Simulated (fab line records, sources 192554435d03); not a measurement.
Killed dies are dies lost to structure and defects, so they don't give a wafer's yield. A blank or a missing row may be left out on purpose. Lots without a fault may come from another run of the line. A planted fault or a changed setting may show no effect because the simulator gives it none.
fab line records | flow n5_finfet
record lots=6 wafers=17 last_day=17
route steps=1938 shown HKMG_FIN@437 BEOL_M4@1111
lots that met no fault: from a run of the same line without faults
start_h: hours from the record's first day to the start of the lot's first wafer shown | wait_h: hours since the lot's step before | " the same as in the row above | L1.1+2: a row that stands for several wafers | - no value, or no start given | * or withheld: withheld | < > ~ a bound
route shown NAME@n: a module of which the file shows steps, and the number in the route of the first | usual: mean/standard deviation of fault-free wafers | same: alike in all rows | chamber/n: place in a boat | sites: the reading at each site | _std_site: their standard deviation | _edge_site: outer sites' mean less inner sites' | radius_mm: how far each site lies from the wafer's centre | mask NAME#n: copy n | behind: the tool/chamber that last shaped the wafer | hold: why the lot was held/for how many hours/how that ended | device: the transistor (n, p or np) that didn't switch | end of line: the same wafers' tests at the end of the route | a step without rows: its recipe alone | killed: dies lost to structure and defects at the first sort, not the wafer's yield | map: a wafer's dies, x killed, . not, _ none there
set.NAME: the setting as run; set.NAME@STEP: as run at that earlier step | model.NAME: the simulator's own value behind a step, which no gauge read
lots at some steps of the route; a table a step, a row a wafer
services: from which hour (start_h, from the record's first day; less than 0 if before it) a tool's chamber was out of use, for how many hours, and why
## steps
# step N5_HKMG_FIN_STRIP_34
# recipe chemistry=CF4 resist=SiARC power_w=300 bias_power_w=75 pressure_mtorr=50 cf4_flow_sccm=150 rf_frequency_hz=6e+07
# step N5_HKMG_FIN_ETCH_35
# recipe chemistry=N2/H2 target=SOC target_depth_a=2158 ion_energy_ev=65 bias_w=5 source_w=3000 time_s=243.4 pressure_mtorr=30 n2_flow_sccm=200 h2_flow_sccm=200
# usual drypump_motor_current_A=6.0/0.37 n2_flow_sccm=200.0/0.6 oes_product_au=0.78/0.092 rf_vpp_V=141.6/1.1 showerhead_plenum_p_Torr=2.54/0.069 throttle_valve_pct=17.96/0.29
# columns lot.wafer tool chamber start_h wait_h drypump_motor_current_A n2_flow_sccm oes_product_au rf_hours_counter_h rf_vpp_V showerhead_plenum_p_Torr throttle_valve_pct
L847.1 rie_diel-03 2 96.70 0.0 5.5 199.8 0.70 197 143.7 2.63 18.35
L847.5 " 0 " " 5.8 199.7 0.89 - 141.2 2.59 18.02
L847.6 " 1 " " 6.5 200.8 0.67 - 140.0 2.51 18.35
L848.3 rie_diel-03 0 105.05 0.0 5.8 199.1 0.89 37 140.8 2.59 18.04
L848.4 " 1 " " 6.5 199.1 0.67 243 141.7 2.51 18.38
L848.6 " 2 " " 5.5 199.7 0.71 - 142.3 2.63 18.38
L860.1 rie_diel-05 0 179.10 0.0 6.1 200.4 0.83 72 141.4 2.47 17.67
L860.4 " 2 " " 6.3 200.4 0.82 - 139.8 2.47 17.63
L860.6 " 0 " " 6.1 199.7 0.84 - 139.6 2.47 17.67
L862.4 rie_diel-05 3 188.59 0.1 6.2 200.3 0.70 - 140.7 2.62 18.30
L862.6 " 0 " " 6.1 199.8 0.83 - 141.4 2.47 17.69
L863.1 rie_diel-03 3 195.57 0.0 6.4 199.9 0.80 113 141.6 2.56 17.72
L863.5 " 1 " " 6.5 199.7 0.92 - 140.5 2.50 17.97
L863.6 " 0 " " 5.7 199.3 0.85 - 142.5 2.58 18.09
L864.2 rie_diel-03 2 200.71 0.0 5.5 200.5 0.68 235 142.8 2.61 18.43
L864.4 " 3 " " 6.3 201.4 0.79 115 140.2 2.56 17.72
L864.6 " 0 " " 5.7 200.0 0.83 - 140.9 2.58 18.10
# step N5_HKMG_FIN_STRIP_92
# recipe chemistry=N2/H2 material=SOC time_s=20 power_w=500 temp_c=40 pressure_mtorr=50 rf_frequency_hz=6e+07 bias_power_w=8 h2_frac=0.5 n2_flow_sccm=300 h2_flow_sccm=300
# step N5_HKMG_FIN_WET_ETCH_18
# recipe chemistry=SC1 target=TiN mix=1:1:5 temp_c=* time_s=55 target_depth_nm=5.2 dry=ipa_marangoni rinse_time_s=30 rinse_temp_c=23
# step N5_HKMG_FIN_STRIP_19
# recipe chemistry=N2/H2 power_w=2500 temp_c=300 h2_frac=0.65 time_s=360 pressure_mtorr=withheld n2_flow_sccm=1750 h2_flow_sccm=3250
# usual drypump_motor_current_A=5.57/0.18 heater_power_w=486/39 n2_flow_sccm=1749/5
# columns lot.wafer tool chamber start_h wait_h drypump_motor_current_A heater_power_w n2_flow_sccm rf_hours_counter_h
L847.1 plasma_asher-01 0 97.00 0.0 5.42 449 1756 94
L847.5 " 0 " " 5.39 451 1758 -
L847.6 " 1 " " 5.74 563 1749 -
L848.3 plasma_asher-02 1 105.47 0.1 5.74 476 1749 -
L848.4 " 0 " " 5.37 481 1746 -
L848.6 " 0 " " 5.38 474 1753 -
L860.1 plasma_asher-02 1 179.47 0.0 5.73 477 1752 59
L860.4 " 0 " " 5.37 465 1751 -
L860.6 " 0 " " 5.36 467 1753 -
L862.4 plasma_asher-01 1 188.94 0.1 5.79 553 1756 -
L862.6 " 1 " " 5.76 553 1757 -
L863.1 plasma_asher-01 1 195.86 0.0 5.75 544 1739 114
L863.5 " 0 " " 5.37 443 1752 -
L863.6 " 1 " " 5.77 540 1750 -
L864.2 plasma_asher-02 0 201.03 0.0 5.36 481 1754 63
L864.4 " 1 " " 5.72 477 1749 -
L864.6 " 0 " " 5.36 479 1754 -
# step N5_HKMG_FIN_ALD_91
# recipe material=TiN target_thk_a=10 temp_c=400 ald_precursor_family=TiCl4 ald_co_reactant=NH3 pulse_time_s=1 purge_time_s=3 co_reactant_purge_time_s=2 co_reactant_pulse_time_s=2 ald_cycles=47 pressure_torr=3
# usual ald_cycles=47/0 heater_power_w=904/77 precursor_pulse_height_rel=1.000/0.018
# columns lot.wafer tool chamber start_h wait_h ald_cycles heater_power_w precursor_pulse_height_rel since_wet_clean_h
L847.1 ald_metal-03 1 97.38 0.3 47 1062 0.991 5914
L847.5 " 1 " " 47 1049 1.017 -
L847.6 " 2 " " 47 804 1.007 -
L848.3 ald_metal-03 1 105.73 0.1 47 1083 1.010 5923
L848.4 " 0 " " 47 814 1.011 5923
L848.6 " 1 " " 47 1044 1.016 -
L860.1 ald_metal-01 2 179.87 0.3 47 908 1.034 2920
L860.4 " 3 " " 47 985 1.020 2920
L860.6 " 0 " " 47 905 1.017 -
L862.4 ald_metal-02 3 189.20 0.1 47 944 0.997 1391
L862.6 " 2 " " 47 816 0.983 -
L863.1 ald_metal-03 3 196.24 0.3 47 810 1.005 6013
L863.5 " 1 " " 47 1050 0.983 -
L863.6 " 2 " " 47 808 1.026 -
L864.2 ald_metal-01 2 201.41 0.3 47 903 0.996 2941
L864.4 " 3 " " 47 955 0.993 2941
L864.6 " 0 " " 47 880 0.985 -
# step N5_HKMG_FIN_COAT_85
# recipe resist=SOC temp_c=250 time_s=60 spin_rpm=1500 resist_thk_nm=300
# step N5_HKMG_FIN_ETCH_86
# recipe chemistry=N2/H2 target=SOC target_depth_a=3932 stop_on=TiN ion_energy_ev=100 bias_w=61 pressure_mtorr=30 source_w=850 n2_flow_sccm=200 h2_flow_sccm=200
# usual drypump_motor_current_A=6.0/0.4 n2_flow_sccm=200.0/0.64 oes_product_au=0.77/0.092 rf_vpp_V=240.7/1.2 showerhead_plenum_p_Torr=2.54/0.067 throttle_valve_pct=17.94/0.28
# columns lot.wafer tool chamber start_h wait_h drypump_motor_current_A n2_flow_sccm oes_product_au rf_hours_counter_h rf_vpp_V showerhead_plenum_p_Torr throttle_valve_pct
L847.1 rie_diel-03 2 97.72 - 5.5 199.2 0.71 197 242.7 2.63 18.33
L847.5 " 1 " " 6.5 199.6 0.67 - 240.7 2.51 18.32
L847.6 " 0 " " 5.8 199.2 0.89 - 240.3 2.59 18.00
L848.3 rie_diel-04 3 106.07 - 6.4 200.0 0.69 229 238.3 2.40 18.18
L848.4 " 0 " " 5.4 200.1 0.68 225 241.9 2.63 17.91
L848.6 " 3 " " 6.3 200.5 0.68 - 239.8 2.40 18.20
L860.1 rie_diel-05 0 180.20 - 6.1 199.2 0.83 73 239.1 2.47 17.64
L860.4 " 2 " " 6.3 199.3 0.81 - 240.8 2.47 17.58
L860.6 " 3 " " 6.2 200.6 0.70 - 242.2 2.62 18.28
L862.4 rie_diel-04 1 189.57 - 6.0 199.8 0.69 - 241.0 2.53 17.89
L862.6 " 0 " " 5.4 201.2 1.01 - 241.8 2.62 17.51
L863.1 rie_diel-03 3 196.58 - 6.3 199.1 0.79 113 241.0 2.56 17.68
L863.5 " 3 " " 6.3 199.7 0.79 - 241.0 2.56 17.69
L863.6 " 0 " " 5.8 199.2 0.83 - 240.1 2.58 18.07
L864.2 rie_diel-03 1 201.75 - 6.5 199.0 0.90 18 241.0 2.50 17.94
L864.4 " 3 " " 6.3 199.2 0.79 115 240.3 2.56 17.69
L864.6 " 1 " " 6.5 200.7 0.90 - 240.8 2.50 17.93
# step N5_HKMG_FIN_STRIP_89
# recipe chemistry=N2/H2 material=SOC time_s=20 power_w=500 temp_c=40 pressure_mtorr=50 rf_frequency_hz=6e+07 bias_power_w=8 h2_frac=0.5 n2_flow_sccm=300 h2_flow_sccm=300
# usual drypump_motor_current_A=6.0/0.4 n2_flow_sccm=300.0/0.93 oes_product_au=0.77/0.095 rf_vpp_V=54.2/0.96 showerhead_plenum_p_Torr=3.36/0.084 throttle_valve_pct=19.16/0.29
# columns lot.wafer tool chamber start_h wait_h drypump_motor_current_A n2_flow_sccm oes_product_au rf_hours_counter_h rf_vpp_V showerhead_plenum_p_Torr throttle_valve_pct
L847.1 rie_diel-03 2 97.78 0.0 5.5 299.8 0.69 197 55.2 3.47 19.59
L847.5 " 1 " " 6.5 300.6 0.67 - 54.3 3.32 19.34
L847.6 " 0 " " 5.7 300.2 0.90 - 54.9 3.42 19.33
L848.3 rie_diel-04 3 106.13 0.0 6.4 300.0 0.68 229 52.6 3.18 19.34
L848.4 " 0 " " 5.4 299.5 0.69 225 54.6 3.47 19.07
L848.6 " 3 " " 6.3 301.4 0.68 - 53.4 3.18 19.32
L860.1 rie_diel-05 0 180.26 0.0 6.1 298.8 0.83 73 53.6 3.27 19.18
L860.4 " 2 " " 6.3 299.7 0.82 - 53.8 3.27 18.83
L860.6 " 3 " " 6.2 300.3 0.70 - 54.2 3.46 19.67
L862.4 rie_diel-04 1 189.64 0.0 6.0 300.3 0.70 - 53.8 3.35 19.06
L862.6 " 0 " " 5.4 300.4 1.01 - 55.4 3.45 18.72
L863.1 rie_diel-03 3 196.64 0.0 6.4 299.5 0.80 113 53.0 3.38 18.86
L863.5 " 3 " " 6.4 299.1 0.79 - 55.7 3.38 18.89
L863.6 " 0 " " 5.8 301.1 0.85 - 54.1 3.40 19.39
L864.2 rie_diel-03 1 201.81 0.0 6.5 300.5 0.90 18 54.9 3.31 18.98
L864.4 " 3 " " 6.3 298.6 0.79 116 54.4 3.38 18.88
L864.6 " 1 " " 6.5 300.9 0.90 - 53.6 3.31 19.00
# step N5_HKMG_FIN_WET_ETCH_87
# recipe chemistry=SC1 target=TiN mix=1:2:40 temp_c=50 time_s=154.2 target_depth_nm=4.7 dry=ipa_marangoni rinse_time_s=30 rinse_temp_c=23
# step N5_HKMG_FIN_STRIP_88
# recipe chemistry=N2/H2 power_w=2500 temp_c=300 h2_frac=0.65 time_s=360 pressure_mtorr=withheld n2_flow_sccm=1750 h2_flow_sccm=3250
# step N5_HKMG_FIN_NWFM_ALD_20
# recipe material=TiAlC target_thk_a=20 temp_c=300 ald_precursor_family=TiCl4 ald_co_reactant=TEA pulse_time_s=3 purge_time_s=2 co_reactant_purge_time_s=2 co_reactant_pulse_time_s=10 ald_cycles=7 pressure_torr=3
# step N5_HKMG_FIN_ALD_71
# recipe material=TiN target_thk_a=10 temp_c=400 ald_precursor_family=TiCl4 ald_co_reactant=NH3 pulse_time_s=1 purge_time_s=3 co_reactant_purge_time_s=2 co_reactant_pulse_time_s=2 ald_cycles=47 pressure_torr=3
# usual ald_cycles=47/0 heater_power_w=884/75 precursor_pulse_height_rel=0.999/0.021
# columns lot.wafer tool chamber start_h wait_h ald_cycles heater_power_w precursor_pulse_height_rel since_wet_clean_h
L847.1 ald_metal-03 2 98.46 0.0 47 821 0.971 5915
L847.5 " 0 " " 47 798 0.957 -
L847.6 " 3 " " 47 814 0.997 -
L848.3 ald_metal-02 2 106.81 0.0 47 826 1.023 1308
L848.4 " 0 " " 47 845 0.974 1308
L848.6 " 3 " " 47 929 0.984 -
L860.1 ald_metal-03 0 180.94 0.0 47 829 1.001 5998
L860.4 " 2 " " 47 821 0.966 5998
L860.6 " 2 " " 50 823 1.022 -
L862.4 ald_metal-03 2 190.28 0.0 47 816 0.997 6007
L862.6 " 1 " " 50 1058 1.024 -
L863.1 ald_metal-02 1 197.33 0.0 47 899 0.984 1399
L863.5 " 0 " " 47 859 0.999 -
L863.6 " 1 " " 47 894 1.019 -
L864.2 ald_metal-02 3 202.49 0.0 47 902 1.024 1404
L864.4 " 1 " " 47 886 1.003 1404
L864.6 " 1 " " 47 863 1.027 -
# step N5_HKMG_FIN_COAT_66
# recipe resist=SOC temp_c=250 time_s=60 spin_rpm=1500 resist_thk_nm=300
# step N5_BEOL_M4_RC_MEAS_101
# usual DIBL_N=36.5/1.4 DIBL_P=36.9/1.7 IOFF_N=0.163/0.023 IOFF_P=0.22/0.032 ION_N=673/9 ION_P=462/7.5 SS_N=71.6/0.54 SS_P=73.4/0.62 VT_N=249.8/2.8 VT_P=-250/3.5
# columns lot.wafer tool chamber start_h wait_h DIBL_N[mV/V] DIBL_P[mV/V] IOFF_N[nA/um] IOFF_P[nA/um] ION_N[uA/um] ION_P[uA/um] SS_N[mV/dec] SS_P[mV/dec] VT_N[mV] VT_P[mV]
L847.1 prober-01 0 188.00 0.0 36.7 35.4 0.156 0.24 675 472 72.0 73.0 249.7 -245
L847.5 " 0 " " 35.1 34.0 0.132 0.23 671 469 71.3 72.5 254.2 -244
L847.6 " 0 " " 37.3 36.6 0.178 0.28 685 480 71.7 73.7 246.4 -240
L848.3 prober-02 0 210.84 0.3 38.4 39.6 0.184 0.24 685 471 71.8 74.1 247.9 -248
L848.4 " 0 " " 38.0 38.6 0.175 0.23 663 456 72.2 73.2 250.1 -251
L848.6 " 0 " " 37.1 38.3 0.159 0.21 682 467 71.9 73.0 247.3 -252
L860.1 prober-02 0 276.53 0.0 36.5 38.4 0.171 0.22 669 457 71.6 73.4 248.7 -248
L860.4 " 0 " " 36.6 38.5 0.178 0.23 683 469 72.6 72.7 249.9 -249
L860.6 " 0 " " 36.5 38.4 0.173 0.22 682 467 71.5 73.4 248.8 -252
L862.4 prober-01 0 278.40 0.5 35.1 36.5 0.143 0.22 672 464 72.2 73.9 255.5 -249
L862.6 " 0 " " 34.1 35.7 0.142 0.20 671 466 70.9 72.9 252.6 -249
L863.1 prober-02 0 282.12 0.0 34.8 36.2 0.133 0.17 662 451 70.5 73.5 252.7 -255
L863.5 " 0 " " 34.5 36.6 0.137 0.17 670 450 70.9 73.3 251.2 -252
L863.6 " 0 " " 34.7 36.0 0.135 0.16 663 451 71.5 72.9 251.8 -258
L864.2 prober-01 0 307.80 0.2 33.6 33.8 0.129 0.17 665 462 70.9 72.0 249.9 -254
L864.4 " 0 " " 34.3 35.2 0.147 0.19 677 464 70.7 73.3 246.3 -250
L864.6 " 0 " " 32.6 33.7 0.118 0.17 672 468 70.5 72.9 253.8 -254
## services
# columns tool chamber start_h hours kind
ald_metal-02 2 79.18 7.7 repair
ald_metal-02 1 83.73 5.2 repair
rie_diel-04 - 94.95 0.9 repair
ald_metal-01 0 107.44 20.9 repair
ald_metal-03 1 113.25 24.0 repair
ald_metal-03 2 116.12 4.3 repair
rie_diel-03 1 123.06 - clean
rie_diel-03 1 123.06 - consumable_replace:focus_ring
rie_diel-03 1 123.06 22.2 scheduled_down
rie_diel-03 1 123.06 22.2 vent_cycle
ald_metal-03 2 139.43 27.2 repair
ald_metal-02 - 148.37 1.7 repair
rie_diel-04 2 149.43 - clean
rie_diel-04 2 149.43 - consumable_replace:focus_ring
rie_diel-04 2 149.43 24.1 scheduled_down
rie_diel-04 0 154.52 2.4 repair
rie_diel-04 0 161.59 5.3 repair
rie_diel-03 1 165.50 5.0 repair
rie_diel-05 1 177.38 - clean
rie_diel-05 1 177.38 - consumable_replace:focus_ring
rie_diel-05 1 177.38 21.6 scheduled_down
rie_diel-05 1 177.38 21.6 vent_cycle
ald_metal-01 - 202.06 2.8 pm
rie_diel-05 3 202.56 13.1 repair
## key
first_sign step=N5_HKMG_FIN_ALD_71 reading=ald_cycles direction=up sigmas=99+ usual=* struck=*
effect none on later readings
met_at N5_HKMG_FIN_ALD_71
struck_wafers L860.6,L862.6
onset_between 98.46 180.94
fault kind=process_parameter_drift tool=ald_metal-03 chamber=- onset_h=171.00 steps=N5_HKMG_FIN_ALD_71 channel=ald_cycles offset=* shape=step end_h=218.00 scope=struck_wafers_only acts_in=* stated=*
